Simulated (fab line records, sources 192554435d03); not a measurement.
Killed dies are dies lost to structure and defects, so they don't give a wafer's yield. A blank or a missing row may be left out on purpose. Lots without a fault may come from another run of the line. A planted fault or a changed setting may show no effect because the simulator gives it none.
fab line records | flow n5_finfet
record lots=8 wafers=24 last_day=17
route steps=1938 shown BEOL_M1@793 BEOL_M4@1111
lots that met no fault: from a run of the same line without faults
start_h: hours from the record's first day to the start of the lot's first wafer shown | wait_h: hours since the lot's step before | " the same as in the row above | L1.1+2: a row that stands for several wafers | - no value, or no start given | * or withheld: withheld | < > ~ a bound
route shown NAME@n: a module of which the file shows steps, and the number in the route of the first | usual: mean/standard deviation of fault-free wafers | same: alike in all rows | chamber/n: place in a boat | sites: the reading at each site | _std_site: their standard deviation | _edge_site: outer sites' mean less inner sites' | radius_mm: how far each site lies from the wafer's centre | mask NAME#n: copy n | behind: the tool/chamber that last shaped the wafer | hold: why the lot was held/for how many hours/how that ended | device: the transistor (n, p or np) that didn't switch | end of line: the same wafers' tests at the end of the route | a step without rows: its recipe alone | killed: dies lost to structure and defects at the first sort, not the wafer's yield | map: a wafer's dies, x killed, . not, _ none there
set.NAME: the setting as run; set.NAME@STEP: as run at that earlier step | model.NAME: the simulator's own value behind a step, which no gauge read
steps of the route over a sample of lots; a table a step, a row a wafer
services: from which hour (start_h, from the record's first day; less than 0 if before it) a tool's chamber was out of use, for how many hours, and why
## steps
# step N5_BEOL_M1_ETCHBACK_99
# recipe chemistry=CHF3 target=SiO2 target_depth_a=50 time_s=10.4 source_w=215 bias_w=47 Ar_flow_sccm=200 CHF3_flow_sccm=12 ion_energy_ev=100 pressure_mtorr=30
# usual bias_w=47.00/0.14 drypump_motor_current_A=5.7/0.38 mfc_ar_sccm=200.0/0.6 oes_product_au=0.78/0.081 rf_vpp_V=240/4.1 showerhead_plenum_p_Torr=2.15/0.085 throttle_valve_pct=16.97/0.26
# columns lot.wafer tool chamber start_h wait_h bias_w drypump_motor_current_A mfc_ar_sccm oes_product_au rf_hours_counter_h rf_vpp_V showerhead_plenum_p_Torr throttle_valve_pct
L567.1 rie_diel-01 0 135.39 8.4 47.23 5.2 199.4 0.73 162 236 2.22 17.03
L567.2 " 3 " " 46.90 6.2 199.4 0.92 34 247 2.11 16.78
L567.3 " 1 " " 47.22 5.8 199.5 0.74 181 241 2.15 16.95
L573.1 rie_diel-01 2 160.65 1.5 46.82 6.1 200.1 0.71 212 236 2.02 17.07
L573.4 " 3 " " 46.88 6.2 198.8 0.91 41 249 2.10 16.78
L573.6 " 2 " " 47.08 6.1 199.8 0.71 - 236 2.02 17.07
L575.1 rie_diel-01 3 172.78 1.6 46.81 6.2 200.1 0.90 45 249 2.10 16.78
L575.4 " 2 " " 46.84 6.1 199.5 0.71 215 236 2.02 17.08
L575.5 " 3 " " 46.91 6.2 200.4 0.90 - 249 2.10 16.80
L581.2 rie_diel-03 3 214.97 5.1 46.95 5.9 200.3 0.68 247 241 2.21 17.52
L581.5 " 2 " " 46.97 5.2 200.2 0.74 - 237 2.04 16.65
L581.6 " 3 " " 46.90 5.9 199.8 0.69 - 241 2.21 17.53
L584.1 rie_diel-06 1 230.32 0.1 46.94 5.9 200.2 0.86 54 242 2.17 16.52
L584.3 " 2 " " 46.83 5.2 199.7 0.70 223 238 2.14 17.46
L584.4 " 0 " " 46.72 5.8 198.9 0.88 53 233 2.07 16.94
L585.2 rie_diel-01 2 240.63 1.2 47.00 6.1 199.9 0.69 237 237 2.01 17.12
L585.5 " 2 " " 47.08 6.1 199.6 0.70 - 237 2.01 17.11
L585.6 " 3 " " 47.03 6.2 199.7 0.87 - 248 2.10 16.82
L586.1 rie_diel-01 3 241.05 1.4 47.04 6.2 200.1 0.86 65 248 2.10 16.83
L586.2 " 2 " " 47.13 6.1 199.1 0.70 237 235 2.01 17.12
L586.3 " 1 " " 47.00 5.8 201.4 0.70 213 242 2.14 17.05
L589.1 rie_diel-01 1 253.74 0.2 46.97 5.8 199.8 0.71 218 240 2.14 17.03
L589.2 " 0 " " 47.10 5.2 200.2 0.70 197 236 2.21 17.12
L589.4 " 3 " " 46.88 6.3 200.1 0.85 69 246 2.09 16.84
# step N5_BEOL_M1_ETCH_70
# recipe chemistry=N2/H2 target=SOC target_depth_a=800 overetch_a=160 mask_material=SiARC temp_c=40 time_s=120 ion_energy_ev=200 pressure_mtorr=30 source_w=840 bias_w=150 n2_flow_sccm=200 h2_flow_sccm=200
# usual bias_w=150.0/0.45 drypump_motor_current_A=5.7/0.38 oes_product_au=0.60/0.06 rf_vpp_V=523.8/2.7 showerhead_plenum_p_Torr=2.54/0.096 throttle_valve_pct=17.7/0.32
# columns lot.wafer tool chamber start_h wait_h bias_w drypump_motor_current_A oes_product_au rf_hours_counter_h rf_vpp_V showerhead_plenum_p_Torr throttle_valve_pct
L567.1 rie_diel-01 0 135.43 0.0 149.5 5.2 0.57 162 525.9 2.65 18.0
L567.2 " 3 " " 150.0 6.2 0.70 34 522.7 2.48 17.4
L567.3 " 1 " " 150.0 5.8 0.55 181 523.7 2.53 17.6
L573.1 rie_diel-01 2 160.69 0.0 149.5 6.1 0.54 212 520.7 2.41 17.9
L573.4 " 3 " " 150.7 6.2 0.69 41 522.4 2.48 17.5
L573.6 " 2 " " 149.8 6.1 0.54 - 521.4 2.41 17.9
L575.1 rie_diel-01 3 172.81 0.0 149.8 6.2 0.69 45 522.6 2.48 17.5
L575.4 " 2 " " 150.4 6.1 0.54 215 521.0 2.41 17.9
L575.5 " 3 " " 150.4 6.2 0.69 - 522.4 2.48 17.5
L581.2 rie_diel-03 3 215.00 0.0 150.8 5.9 0.52 247 526.2 2.64 18.6
L581.5 " 2 " " 150.4 5.2 0.57 - 521.5 2.44 17.5
L581.6 " 3 " " 150.4 5.9 0.53 - 526.7 2.64 18.6
L584.1 rie_diel-06 1 230.36 0.0 149.5 5.9 0.65 54 525.0 2.57 17.3
L584.3 " 2 " " 150.7 5.2 0.54 224 522.8 2.52 18.2
L584.4 " 0 " " 149.7 5.8 0.67 53 523.0 2.46 17.6
L585.2 rie_diel-01 2 240.66 0.0 150.1 6.1 0.53 237 519.6 2.40 17.9
L585.5 " 2 " " 150.4 6.1 0.53 - 519.1 2.40 17.9
L585.6 " 3 " " 149.9 6.3 0.65 - 521.4 2.47 17.5
L586.1 rie_diel-01 3 241.08 0.0 149.4 6.3 0.66 65 523.4 2.47 17.5
L586.2 " 2 " " 150.1 6.1 0.52 237 519.1 2.40 17.9
L586.3 " 1 " " 150.3 5.9 0.54 213 523.4 2.51 17.6
L589.1 rie_diel-01 1 253.78 0.0 149.9 5.8 0.54 218 522.6 2.51 17.6
L589.2 " 0 " " 150.2 5.2 0.55 197 524.7 2.64 18.0
L589.4 " 3 " " 150.9 6.2 0.66 69 521.1 2.47 17.5
# step N5_BEOL_M1_VIA_ETCH_34
# recipe chemistry=C4F6/O2 target_depth_a=678 mask_material=SOC pressure_mtorr=15 ion_energy_ev=250 taper_deg=4 time_s=64.4 source_w=350 bias_w=170 Ar_flow_sccm=300 C4F6_flow_sccm=10 O2_flow_sccm=10
# usual bias_w=170.0/0.47 drypump_motor_current_A=5.7/0.38 mfc_ar_sccm=300.1/0.8 oes_product_au=0.78/0.081 rf_vpp_V=662/11 showerhead_plenum_p_Torr=2.83/0.11 throttle_valve_pct=30.5/0.34
# columns lot.wafer tool chamber start_h wait_h bias_w drypump_motor_current_A mfc_ar_sccm oes_product_au rf_hours_counter_h rf_vpp_V showerhead_plenum_p_Torr throttle_valve_pct
L567.1 rie_diel-01 0 135.53 0.0 170.7 5.3 300.7 0.72 162 649 2.93 30.5
L567.2 " 3 " " 169.9 6.2 300.4 0.91 34 686 2.79 30.4
L567.3 " 1 " " 169.3 5.8 300.6 0.73 181 668 2.84 30.6
L573.1 rie_diel-01 2 160.79 0.0 169.8 6.1 300.1 0.70 212 655 2.68 30.5
L573.4 " 3 " " 169.7 6.2 301.2 0.90 41 686 2.78 30.4
L573.6 " 2 " " 169.5 6.1 301.4 0.70 - 653 2.68 30.5
L575.1 rie_diel-01 3 172.91 0.0 170.1 6.2 299.3 0.90 45 686 2.78 30.4
L575.4 " 2 " " 169.6 6.1 299.1 0.70 215 653 2.68 30.5
L575.5 " 3 " " 170.5 6.2 300.0 0.90 - 686 2.78 30.4
L581.2 rie_diel-03 3 215.11 0.0 169.3 5.9 299.5 0.68 247 667 2.92 31.3
L581.5 " 2 " " 170.0 5.2 300.0 0.73 - 657 2.70 30.1
L581.6 " 3 " " 170.4 5.9 299.3 0.68 - 667 2.92 31.3
L584.1 rie_diel-06 1 230.46 0.0 169.4 5.9 299.7 0.85 54 668 2.87 30.1
L584.3 " 2 " " 170.1 5.2 301.0 0.69 224 657 2.83 31.2
L584.4 " 0 " " 169.7 5.8 300.0 0.87 53 647 2.74 30.4
L585.2 rie_diel-01 2 240.76 0.0 170.6 6.1 300.2 0.68 237 653 2.67 30.5
L585.5 " 2 " " 170.9 6.1 302.4 0.69 - 652 2.67 30.5
L585.6 " 3 " " 170.6 6.2 299.7 0.85 - 685 2.77 30.4
L586.1 rie_diel-01 3 241.18 0.0 170.1 6.2 300.7 0.86 65 684 2.77 30.4
L586.2 " 2 " " 169.9 6.1 300.3 0.69 237 654 2.67 30.5
L586.3 " 1 " " 170.0 5.9 299.1 0.71 213 668 2.83 30.6
L589.1 rie_diel-01 1 253.88 0.0 169.8 5.8 299.5 0.71 218 666 2.83 30.6
L589.2 " 0 " " 169.4 5.2 299.9 0.69 197 647 2.91 30.6
L589.4 " 3 " " 170.8 6.3 300.6 0.85 69 686 2.77 30.4
# step N5_BEOL_M1_TRENCH_ETCH_37
# recipe chemistry=C4F6/O2 target_depth_a=552.07 target=SiOC time_s=29 ion_energy_ev=250 pressure_mtorr=30 source_w=355 bias_w=185 Ar_flow_sccm=300 C4F6_flow_sccm=10 O2_flow_sccm=10
# usual bias_w=185.0/0.56 drypump_motor_current_A=5.7/0.38 mfc_ar_sccm=299.9/0.86 oes_product_au=0.78/0.081 rf_vpp_V=662/11 showerhead_plenum_p_Torr=2.84/0.11 throttle_valve_pct=20.73/0.28
# columns lot.wafer tool chamber start_h wait_h bias_w drypump_motor_current_A mfc_ar_sccm oes_product_au rf_hours_counter_h rf_vpp_V showerhead_plenum_p_Torr throttle_valve_pct
L567.1 rie_diel-01 0 135.63 - 185.7 5.2 299.2 0.72 162 648 2.93 20.76
L567.2 " 3 " " 184.5 6.2 300.8 0.92 34 687 2.79 20.57
L567.3 " 1 " " 184.5 5.9 300.1 0.73 181 667 2.85 20.74
L573.1 rie_diel-01 2 160.89 - 185.2 6.1 300.0 0.71 212 655 2.68 20.78
L573.4 " 3 " " 233.6 6.2 299.9 0.95 41 827 2.79 20.59
L573.6 " 2 " " 184.8 6.1 299.4 0.71 - 653 2.68 20.79
L575.1 rie_diel-01 3 173.01 - 235.2 6.2 299.1 0.94 45 825 2.78 20.58
L575.4 " 2 " " 184.6 6.1 299.5 0.71 215 654 2.68 20.77
L575.5 " 3 " " 235.1 6.2 299.1 0.95 - 826 2.78 20.59
L581.2 rie_diel-03 3 215.20 - 185.0 5.9 301.8 0.69 247 668 2.92 21.29
L581.5 " 2 " " 185.4 5.3 300.7 0.73 - 656 2.70 20.33
L581.6 " 3 " " 184.9 5.8 300.4 0.68 - 666 2.92 21.30
L584.1 rie_diel-06 1 230.56 - 184.9 5.9 299.3 0.85 54 668 2.87 20.28
L584.3 " 2 " " 185.5 5.2 299.9 0.70 224 657 2.83 21.25
L584.4 " 0 " " 184.8 5.7 300.2 0.87 53 646 2.74 20.69
L585.2 rie_diel-01 2 240.86 - 185.1 6.1 299.6 0.69 237 652 2.67 20.82
L585.5 " 2 " " 185.3 6.1 299.8 0.68 - 655 2.67 20.84
L585.6 " 3 " " 184.3 6.2 300.4 0.86 - 686 2.78 20.61
L586.1 rie_diel-01 3 241.28 - 185.2 6.2 298.8 0.87 65 689 2.78 20.61
L586.2 " 2 " " 185.6 6.1 300.5 0.69 237 653 2.67 20.82
L586.3 " 1 " " 185.4 5.8 299.7 0.71 213 665 2.83 20.78
L589.1 rie_diel-01 1 253.98 - 185.5 5.8 300.9 0.71 218 669 2.83 20.79
L589.2 " 0 " " 184.3 5.2 300.1 0.70 197 649 2.91 20.83
L589.4 " 3 " " 185.2 6.2 300.4 0.86 69 686 2.77 20.64
# step N5_BEOL_M1_OCD_MEAS_38
# usual trench_depth_nm=55.1/0.86
# columns lot.wafer tool chamber start_h wait_h trench_depth_nm
L567.1 ocd-02 - 135.78 - 54.2
L567.2 " - " " 56.1
L567.3 " - " " 55.5
L573.1 ocd-02 - 161.04 - 55.1
L573.4 " - " " 60.6
L573.6 " - " " 55.8
L575.1 ocd-01 - 173.17 - 60.4
L575.4 " - " " 55.3
L575.5 " - " " 60.9
L581.2 ocd-01 - 215.36 - 55.7
L581.5 " - " " 54.7
L581.6 " - " " 55.0
L584.1 ocd-01 - 230.71 - 55.2
L584.3 " - " " 53.4
L584.4 " - " " 54.4
L585.2 ocd-01 - 241.02 - 55.3
L585.5 " - " " 55.3
L585.6 " - " " 54.8
L586.1 ocd-02 - 241.44 - 55.4
L586.2 " - " " 55.6
L586.3 " - " " 55.6
L589.1 ocd-02 - 254.13 - 55.5
L589.2 " - " " 54.1
L589.4 " - " " 55.2
# step N5_BEOL_M4_RC_MEAS_101
# usual DIBL_N=36.9/1.7 DIBL_P=36.7/2.1 IOFF_N=0.17/0.032 IOFF_P=0.22/0.036 ION_N=674/12 ION_P=461/7 SS_N=71.7/0.6 SS_P=73.4/0.67 VT_N=249/3.1 VT_P=-250/3.2
# columns lot.wafer tool chamber start_h wait_h DIBL_N[mV/V] DIBL_P[mV/V] IOFF_N[nA/um] IOFF_P[nA/um] ION_N[uA/um] ION_P[uA/um] SS_N[mV/dec] SS_P[mV/dec] VT_N[mV] VT_P[mV]
L567.1 prober-01 0 169.52 0.0 35.5 35.5 0.14 0.18 657 448 71.7 72.8 253 -254
L567.2 " 0 " " 36.4 36.6 0.15 0.20 674 464 71.3 73.2 254 -251
L567.3 " 0 " " 35.7 34.9 0.14 0.18 666 456 70.9 73.1 250 -251
L573.1 prober-01 0 196.96 0.0 38.8 41.7 0.23 0.27 694 468 72.2 74.3 245 -251
L573.4 " 0 " " 36.9 38.2 0.18 0.21 676 452 71.8 73.9 250 -252
L573.6 " 0 " " 37.5 38.4 0.19 0.21 683 456 71.6 74.3 248 -254
L575.1 prober-01 0 212.24 0.0 37.3 36.5 0.18 0.22 679 461 71.7 73.2 246 -251
L575.4 " 0 " " 37.0 36.0 0.16 0.20 680 460 71.1 72.8 250 -249
L575.5 " 0 " " 39.7 37.1 0.23 0.23 675 452 72.8 73.7 244 -251
L581.2 prober-01 0 249.86 0.2 38.3 38.9 0.21 0.27 691 467 71.7 74.6 247 -247
L581.5 " 0 " " 38.2 39.0 0.21 0.26 691 470 71.4 74.2 246 -248
L581.6 " 0 " " 35.9 36.5 0.16 0.21 681 467 71.6 72.9 251 -250
L584.1 prober-02 0 270.93 0.0 38.5 38.0 0.19 0.24 676 466 71.9 73.7 248 -249
L584.3 " 0 " " 35.0 34.8 0.13 0.20 654 458 71.2 72.8 252 -252
L584.4 " 0 " " 32.8 32.0 0.11 0.16 660 455 70.6 72.6 253 -255
L585.2 prober-02 0 279.27 0.2 36.3 35.0 0.17 0.26 681 470 71.5 72.7 247 -245
L585.5 " 0 " " 34.8 33.8 0.13 0.23 668 469 71.8 72.6 254 -245
L585.6 " 0 " " 37.2 35.8 0.18 0.26 681 471 71.3 73.8 247 -245
L586.1 prober-01 0 285.93 0.0 37.1 37.7 0.17 0.27 679 465 72.8 73.5 248 -245
L586.2 " 0 " " 36.4 35.5 0.15 0.22 668 461 71.0 73.3 252 -245
L586.3 " 0 " " 38.0 38.3 0.21 0.28 702 472 73.2 74.1 244 -245
L589.1 prober-02 0 295.20 0.0 37.5 38.7 0.20 0.28 681 473 72.4 74.4 244 -247
L589.2 " 0 " " 38.9 40.3 0.23 0.30 696 471 72.0 74.2 245 -243
L589.4 " 0 " " 35.0 35.1 0.14 0.22 660 468 71.2 73.2 251 -249
## services
# columns tool chamber start_h hours kind
rie_diel-06 0 191.26 3.2 repair
rie_diel-03 0 195.40 6.6 repair
rie_diel-06 1 206.40 12.2 repair
rie_diel-06 - 215.37 0.3 repair
rie_diel-03 3 218.34 1.6 repair
rie_diel-03 - 218.39 7.2 repair
rie_diel-03 3 231.56 - clean
rie_diel-03 3 231.56 - consumable_replace:focus_ring
rie_diel-03 3 231.56 15.0 scheduled_down
rie_diel-03 3 231.56 15.0 vent_cycle
rie_diel-06 3 248.87 4.0 repair
## key
first_sign step=N5_BEOL_M1_TRENCH_ETCH_37 reading=bias_w direction=up sigmas=89 usual=* struck=*
effect step=N5_BEOL_M1_TRENCH_ETCH_37 reading=rf_vpp_V direction=up sigmas=14 usual=662 struck=826
effect step=N5_BEOL_M1_OCD_MEAS_38 reading=trench_depth_nm direction=up sigmas=6.3 usual=55.1 struck=60.6
met_at N5_BEOL_M1_TRENCH_ETCH_37
struck_lots L573,L575
struck_wafers L573.4,L575.1,L575.5
not_acting_at N5_BEOL_M1_ETCHBACK_99,N5_BEOL_M1_ETCH_70,N5_BEOL_M1_VIA_ETCH_34
onset_between 135.63 160.89
fault kind=process_parameter_drift tool=rie_diel-01 chamber=3 onset_h=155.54 steps=N5_BEOL_M1_TRENCH_ETCH_37 channel=bias_w offset=* shape=step end_h=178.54 acts_in=* stated=*
